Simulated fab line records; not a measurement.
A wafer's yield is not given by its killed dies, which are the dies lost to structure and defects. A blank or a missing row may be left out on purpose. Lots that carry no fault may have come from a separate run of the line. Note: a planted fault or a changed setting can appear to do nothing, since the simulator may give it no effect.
fab line records	flow n5-finfet
record lots=11	wafers=33	last-day=18
route steps=1938 shown BEOL_M6@1251 BEOL_M7@1286 PASSIVATION@1936
lots with no fault: from the same line, run without faults
start-h: hours from the record's first day to the start of the lot's first wafer shown	wait-h: time in hours since the lot's previous step	" as in the row above	L1.1+2: a single row standing in for several wafers	- no value, or no start given	* or withheld: withheld	< > ~ a bound
route shown NAME@n: NAME is a module with steps in the file, n the number in the route of the first one	usual: average and standard deviation across the fault-free wafers	same: alike in all rows	chamber/n: place in a boat	sites: the reading at each site	_std_site: the standard deviation of these	_edge_site: outer sites' mean less inner sites'	radius-mm: how far each site lies from the wafer's centre	mask NAME#n: copy n	behind: tool/chamber where the wafer was last shaped	hold: what put the lot on hold/how long, in hours/how the hold closed	device: the n, p or np transistor that did not switch	end of line: the same wafers' tests at the end of the route	where a step has no rows: the recipe by itself	killed: dies lost to structure and defects at the first sort, not the wafer's yield	map: a wafer's dies, marking killed ones x, the rest . and places with no die _
set.NAME: the setting the step ran with; set.NAME@STEP: the setting that earlier step ran with	model.NAME: the simulator's own value behind a step, which no gauge read
one table for each step of the route and one row for each wafer, over a sample of lots
services: the hour from which a tool's chamber was out of use, counted from the record's first day as start-h (under 0 if before that day), plus the number of hours and why
## steps
# step N5_BEOL_M6_ALD_77
# recipe material=TaN	target-thk-a=20	temp-c=275	ald-precursor-family=PDMAT	ald-co-reactant=NH3	pressure-torr=3	carrier-flow-sccm=1500	pulse-time-s=2	purge-time-s=3	co-reactant-purge-time-s=2	co-reactant-pulse-time-s=3	ald-cycles=40	precursor-vessel-temp-c=75	precursor-vessel-pressure-torr=26.25	precursor-vessel-carrier-sccm=1000
# usual heater-power-w=431/35
# same co-reactant-pulse-time-s=3
lot.wafer	tool	chamber	start-h	wait-h	heater-power-w
L865.1	ald-metal-02	2	186.78	0.0	393
L865.4	"	0	"	"	405
L865.5	"	1	"	"	419
L868.2	ald-metal-03	0	201.33	0.0	397
L868.3	"	1	"	"	492
L868.5	"	0	"	"	389
L867.2	ald-metal-02	2	201.41	0.0	392
L867.4	"	1	"	"	420
L867.6	"	1	"	"	422
L871.2	ald-metal-02	0	228.24	0.0	411
L871.3	"	1	"	"	422
L871.4	"	1	"	"	423
L873.1	ald-metal-02	0	232.60	0.1	402
L873.5	"	3	"	"	441
L873.6	"	0	"	"	405
L875.1	ald-metal-03	2	249.82	0.1	381
L875.5	"	0	"	"	396
L875.6	"	1	"	"	504
L880.1	ald-metal-01	1	271.35	0.1	486
L880.2	"	2	"	"	438
L880.3	"	3	"	"	464
L882.2	ald-metal-03	3	297.77	0.0	390
L882.3	"	2	"	"	381
L882.5	"	1	"	"	496
L883.2	ald-metal-03	0	302.56	0.1	399
L883.4	"	2	"	"	386
L883.6	"	1	"	"	505
L886.1	ald-metal-02	3	325.15	0.0	442
L886.3	"	0	"	"	397
L886.5	"	0	"	"	398
L887.1	ald-metal-03	2	331.37	0.1	400
L887.3	"	0	"	"	396
L887.5	"	3	"	"	404
# step N5_BEOL_M7_CD_MEAS_18
# recipe pitch-nm=80	target-cd-nm=40
# usual cd-nm=40.0/0.48
lot.wafer	tool	chamber	start-h	wait-h	cd-nm
L865.1	cd-sem-03	-	191.47	0.0	39.8
L865.4	"	-	"	"	40.7
L865.5	"	-	"	"	39.9
L868.2	cd-sem-01	-	205.90	0.1	40.4
L868.3	"	-	"	"	39.3
L868.5	"	-	"	"	40.4
L867.2	cd-sem-03	-	206.15	0.1	40.8
L867.4	"	-	"	"	40.9
L867.6	"	-	"	"	39.8
L871.2	cd-sem-01	-	233.00	0.1	40.4
L871.3	"	-	"	"	39.3
L871.4	"	-	"	"	40.1
L873.1	cd-sem-01	-	238.51	0.0	40.8
L873.5	"	-	"	"	40.2
L873.6	"	-	"	"	40.3
L875.1	cd-sem-03	-	255.22	0.0	40.3
L875.5	"	-	"	"	39.8
L875.6	"	-	"	"	40.0
L880.1	cd-sem-02	-	277.37	0.0	39.8
L880.2	"	-	"	"	39.6
L880.3	"	-	"	"	40.3
L882.2	cd-sem-01	-	301.23	0.1	39.8
L882.3	"	-	"	"	39.8
L882.5	"	-	"	"	40.6
L883.2	cd-sem-03	-	306.62	0.1	40.1
L883.4	"	-	"	"	40.5
L883.6	"	-	"	"	40.4
L886.1	cd-sem-02	-	330.03	0.0	40.0
L886.3	"	-	"	"	40.4
L886.5	"	-	"	"	40.1
L887.1	cd-sem-03	-	335.73	0.0	39.2
L887.3	"	-	"	"	39.7
L887.5	"	-	"	"	39.4
# step N5_BEOL_M7_EXPOSE_25
# recipe mask-id=V6	na=0.33	source-shape=annular	sigma-inner=0.4	sigma-outer=0.8	polarization=unpolarized	target-cd-nm=40	dose-mj=42.5
# usual exposure-dose-mJ-cm2=42.46/0.048
lot.wafer	tool	chamber	start-h	wait-h	mask	exposure-dose-mJ-cm2
L865.1	euv-scanner-02	0	192.47	-	V6#0	42.44
L865.4	"	0	"	"	V6#0	42.42
L865.5	"	0	"	"	V6#0	42.44
L868.2	euv-scanner-01	0	206.09	-	V6#0	42.49
L868.3	"	0	"	"	V6#0	42.54
L868.5	"	0	"	"	V6#0	42.50
L867.2	euv-scanner-01	0	207.34	-	V6#0	42.54
L867.4	"	0	"	"	V6#0	42.46
L867.6	"	0	"	"	V6#0	42.51
L871.2	euv-scanner-02	0	234.19	-	V6#0	42.41
L871.3	"	0	"	"	V6#0	42.43
L871.4	"	0	"	"	V6#0	42.39
L873.1	euv-scanner-01	0	240.17	-	V6#0	42.52
L873.5	"	0	"	"	V6#0	42.44
L873.6	"	0	"	"	V6#0	42.49
L875.1	euv-scanner-01	0	255.56	-	V6#0	42.47
L875.5	"	0	"	"	V6#0	42.47
L875.6	"	0	"	"	V6#0	42.50
L880.1	euv-scanner-01	0	278.70	-	V6#0	42.48
L880.2	"	0	"	"	V6#0	42.48
L880.3	"	0	"	"	V6#0	42.47
L882.2	euv-scanner-01	0	302.46	-	V6#0	42.51
L882.3	"	0	"	"	V6#0	42.46
L882.5	"	0	"	"	V6#0	42.53
L883.2	euv-scanner-01	0	306.86	-	V6#0	41.42
L883.4	"	0	"	"	V6#0	41.44
L883.6	"	0	"	"	V6#0	41.50
L886.1	euv-scanner-01	0	330.92	-	V6#0	41.89
L886.3	"	0	"	"	V6#0	41.82
L886.5	"	0	"	"	V6#0	41.85
L887.1	euv-scanner-01	0	336.53	-	V6#0	42.15
L887.3	"	0	"	"	V6#0	42.12
L887.5	"	0	"	"	V6#0	42.06
# step N5_BEOL_M7_STRIP_36
# recipe chemistry=N2/H2	power-w=450	temp-c=40	pressure-mtorr=20	rf-frequency-hz=6e+07	overash-fraction=0.3	bias-power-w=7	h2-frac=0.5	n2-flow-sccm=200	h2-flow-sccm=200
# usual bias-power-w=6.996/0.02	drypump-motor-current-A=5.5/0.51	oes-product-au=0.76/0.067	rf-vpp-V=59.2/1.4	showerhead-plenum-p-Torr=2.51/0.11	throttle-valve-pct=23.60/0.16
lot.wafer	tool	chamber	start-h	wait-h	bias-power-w	drypump-motor-current-A	oes-product-au	rf-hours-counter-h	rf-vpp-V	showerhead-plenum-p-Torr	throttle-valve-pct
L865.1	rie-diel-01	3	193.54	0.0	7.017	5.7	0.70	239	60.5	2.51	23.97
L865.4	"	1	"	"	7.019	4.7	0.71	194	58.5	2.62	23.79
L865.5	"	2	"	"	6.984	6.3	0.73	-	59.4	2.53	23.39
L868.2	rie-diel-06	2	206.57	0.0	7.046	5.0	0.74	162	59.9	2.43	23.55
L868.3	"	1	"	"	6.990	5.0	0.76	152	56.4	2.43	23.55
L868.5	"	0	"	"	6.969	5.5	0.72	-	58.9	2.53	24.20
L867.2	rie-diel-02	3	207.82	0.0	7.005	5.9	0.76	148	60.2	2.54	23.51
L867.4	"	2	"	"	6.993	5.1	0.75	167	59.2	2.42	23.61
L867.6	"	3	"	"	6.967	5.9	0.77	-	59.2	2.54	23.52
L871.2	rie-diel-02	3	234.67	0.0	7.000	5.9	0.76	157	59.8	2.53	23.53
L871.3	"	2	"	"	7.010	5.1	0.74	176	59.9	2.42	23.60
L871.4	"	0	"	"	7.017	5.3	0.85	63	61.2	2.69	23.51
L873.1	rie-diel-01	1	240.66	0.0	6.999	4.7	0.68	209	58.5	2.62	23.79
L873.5	"	0	"	"	6.991	5.4	0.76	-	60.3	2.34	23.50
L873.6	"	2	"	"	7.035	6.3	0.71	-	57.9	2.52	23.40
L875.1	rie-diel-02	3	256.44	0.0	7.021	5.9	0.76	164	61.5	2.53	23.55
L875.5	"	3	"	"	7.014	5.9	0.75	-	58.6	2.53	23.57
L875.6	"	0	"	"	7.041	5.2	0.83	-	59.5	2.68	23.50
L880.1	rie-diel-02	2	279.20	0.0	7.007	5.1	0.74	189	61.1	2.42	23.66
L880.2	"	1	"	"	6.984	6.3	0.75	177	58.1	2.43	23.53
L880.3	"	3	"	"	7.002	5.9	0.74	169	58.5	2.53	23.53
L882.2	rie-diel-02	3	303.17	0.0	6.970	5.9	0.75	175	57.7	2.52	23.55
L882.3	"	2	"	"	7.035	5.1	0.72	197	59.1	2.41	23.70
L882.5	"	1	"	"	7.025	6.2	0.73	-	58.6	2.42	23.57
L883.2	rie-diel-02	0	307.34	0.0	6.995	5.2	0.83	85	61.0	2.68	23.55
L883.4	"	1	"	"	6.989	6.3	0.74	187	61.2	2.42	23.54
L883.6	"	2	"	"	6.959	5.1	0.72	-	57.8	2.41	23.67
L886.1	rie-diel-06	2	331.68	0.0	7.017	5.1	0.70	204	60.6	2.41	23.62
L886.3	"	3	"	"	6.989	5.6	0.93	17	58.2	2.71	23.52
L886.5	"	2	"	"	7.014	5.0	0.71	-	58.9	2.41	23.61
L887.1	rie-diel-02	3	337.02	0.0	7.018	5.9	0.72	187	59.7	2.52	23.58
L887.3	"	0	"	"	7.012	5.2	0.83	95	58.8	2.67	23.51
L887.5	"	1	"	"	6.995	6.3	0.73	-	58.0	2.42	23.61
# step N5_PASSIVATION_PROBE_49
# usual defect-limited-yield=91.2/1.4	killed_at_M0_to_M3=35/11	killed_at_M4_up=12/4.2	killed-at-contacts=13/5.6	killed-at-front-end=40/12	killed-at-other=3.3/2.6	killed-dies=103/17	killed-open=68/12	killed-short=34/7.6	sort_bin_5_function=5.1/0.95	sort_bin_6_memory=3.3/0.68	sort-n-pass=1077/17	sort-yield-pct=91.2/1.4
# same gross-dies=1180	killed-at-back-side=0	sort_bin_4_leakage[%]=0	sort_bin_8_speed[%]=0
lot.wafer	tool	chamber	start-h	wait-h	defect-limited-yield[%]	killed_at_M0_to_M3	killed_at_M4_up	killed-at-contacts	killed-at-front-end	killed-at-other	killed-dies	killed-open	killed-short	sort_bin_5_function[%]	sort_bin_6_memory[%]	sort-n-pass	sort-yield-pct[%]
L883.2	prober-01	-	379.30	0.1	91.3	28	13	9	53	0	103	74	24	5.7	2.7	1077	91.3
L883.4	prober-01	-	379.40	0.2	93.7	18	13	13	28	2	74	52	15	3.8	2.4	1106	93.7
L883.6	prober-01	-	379.50	0.3	91.8	27	16	13	33	8	97	66	28	4.9	3.2	1083	91.8
# killed by level:class
L883.2 STI_FIN_REVEAL:geometric-particle:open=28 MOL_CONTACT_COAG:geometric-particle:open=8 BEOL_M0_SAQP:geometric-particle:open=6 BEOL_M2:geometric-particle:open=6 BEOL_M4:geometric-particle:short=6 FIN_SAQP:geometric-particle:open=5 STI_FIN_REVEAL:geometric-particle:short=5 FIN_SAQP:geometric-particle:short=4
L883.4 MOL_CONTACT_COAG:geometric-particle:open=12 DUMMY_GATE:geometric-particle:open=8 FIN_SAQP:geometric-particle:open=7 BEOL_M1:interface-void-opened=7 STI_FIN_REVEAL:geometric-particle:open=6 BEOL_M11:geometric-particle:open=4 BEOL_M0_SAQP:geometric-particle:short=3 BEOL_M0:geometric-particle:open=3
L883.6 STI_FIN_REVEAL:geometric-particle:open=11 MOL_CONTACT_COAG:geometric-particle:open=10 FIN_SAQP:geometric-particle:open=8 BEOL_M2:geometric-particle:open=6 BEOL_M7:geometric-particle:open=5 BEOL_M3:geometric-particle:open=4 FIN_SAQP:geometric-particle:short=3 DUMMY_GATE:geometric-particle:open=3
## services
tool	chamber	start-h	hours	kind
ald-metal-01	-	202.06	2.8	pm
euv-scanner-01	0	207.81	-	calibration
euv-scanner-01	-	209.69	0.2	repair
euv-scanner-01	-	210.00	1.0	pm
euv-scanner-02	-	211.03	4.6	pm
euv-scanner-01	-	215.63	4.6	pm
ald-metal-02	2	219.82	18.5	repair
euv-scanner-02	-	220.23	1.0	pm
rie-diel-01	2	235.65	2.4	repair
rie-diel-01	3	236.99	5.4	repair
euv-scanner-02	-	242.27	17.3	pm
rie-diel-01	3	242.70	-	clean
rie-diel-01	3	242.70	-	consumable-replace:esc
rie-diel-01	3	242.70	-	consumable-replace:focus-ring
euv-scanner-01	-	262.12	1.0	pm
euv-scanner-02	-	274.54	1.0	pm
rie-diel-01	0	277.94	1.8	repair
rie-diel-01	3	279.67	7.2	repair
rie-diel-02	3	292.71	8.2	repair
rie-diel-02	2	316.58	4.0	repair
euv-scanner-01	-	318.27	1.0	pm
euv-scanner-02	-	325.93	4.7	repair
euv-scanner-02	-	330.69	1.0	pm
euv-scanner-02	-	334.60	0.5	repair
## key
first-sign step=N5_BEOL_M7_EXPOSE_25	reading=exposure-dose-mJ-cm2	direction=down	sigmas=14	usual=42.46	struck=41.80
effect none on later readings
met-at N5_BEOL_M7_EXPOSE_25
struck-lots L883,L886,L887
loop-trim step=N5_BEOL_M7_EXPOSE_25	setting=dose	lots=L886,L887
not-acting-at N5_BEOL_M6_ALD_77,N5_BEOL_M7_CD_MEAS_18,N5_BEOL_M7_STRIP_36
onset-between 302.46 306.86
earlier-fault kind=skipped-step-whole	tool=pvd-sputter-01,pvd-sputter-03	chamber=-	onset-h=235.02	steps=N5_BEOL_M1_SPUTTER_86	scope=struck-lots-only
earlier-fault kind=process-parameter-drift	tool=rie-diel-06	chamber=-	onset-h=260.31	steps=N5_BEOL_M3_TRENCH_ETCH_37	channel=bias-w	offset=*	shape=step	acts-in=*	stated=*
fault kind=process-parameter-drift	tool=euv-scanner-01	chamber=-	onset-h=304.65	steps=N5_BEOL_M7_EXPOSE_25	channel=dose-mj	offset=-1.0205	shape=step	acts-in=these-recipes-only	stated=42.5
# loop-trim: a control loop set the setting to another value than it would have without faults
